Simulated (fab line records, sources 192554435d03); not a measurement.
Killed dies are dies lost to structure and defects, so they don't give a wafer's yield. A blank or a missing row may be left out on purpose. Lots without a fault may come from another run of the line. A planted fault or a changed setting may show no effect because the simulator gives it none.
Chamber matching | flow n5_finfet | N5_GATE_CUT_ALD_22 on ald_sin-03: 4 sister chambers
The step deposits SiNx, target thk 16 nm, pulse time 1 s, ald cycles 320. 4 wafers are shown with their chamber, then 7 later ones without.

WAFERS WITH THEIR CHAMBER
wafer  | chamber | heater_power_w (W)
L826.5 | 1       | 841
L837.4 | 3       | 702
L838.1 | 2       | 1080
L838.4 | 0       | 813

WAFERS WITHOUT THEIR CHAMBER
wafer  | heater_power_w (W)
L838.5 | 816
L840.1 | 1060
L840.2 | 713
L840.5 | 726
L843.1 | 842
L843.2 | 1099
L843.4 | 803

WHICH CHAMBER EACH WENT THROUGH
wafer  | from the rows above     | in truth
L838.5 | can't be placed: 0 or 1 | 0
L840.1 | 2                       | 2
L840.2 | 3                       | 3
L840.5 | 3                       | 3
L843.1 | can't be placed: 1 or 0 | 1
L843.2 | 2                       | 2
L843.4 | can't be placed: 0 or 1 | 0
Placed correctly: 4 of 7. Can't be placed from these rows: 3 (the true chamber is among the candidates in 3). Placed wrongly: 0.
How it was worked out, from the rows above alone: a wafer's distance from a chamber is the root of the sum, over the readings, of the square of ((its reading less the chamber's mean) divided by the reading's scatter). The wafer belongs to the nearest chamber; if the next one is less than 2 further off, it can't be placed. A chamber's mean is the mean of its shown wafers. The scatter: with one shown wafer a chamber, the root of the mean of the squares of how far each hidden wafer lies from its nearest shown one.
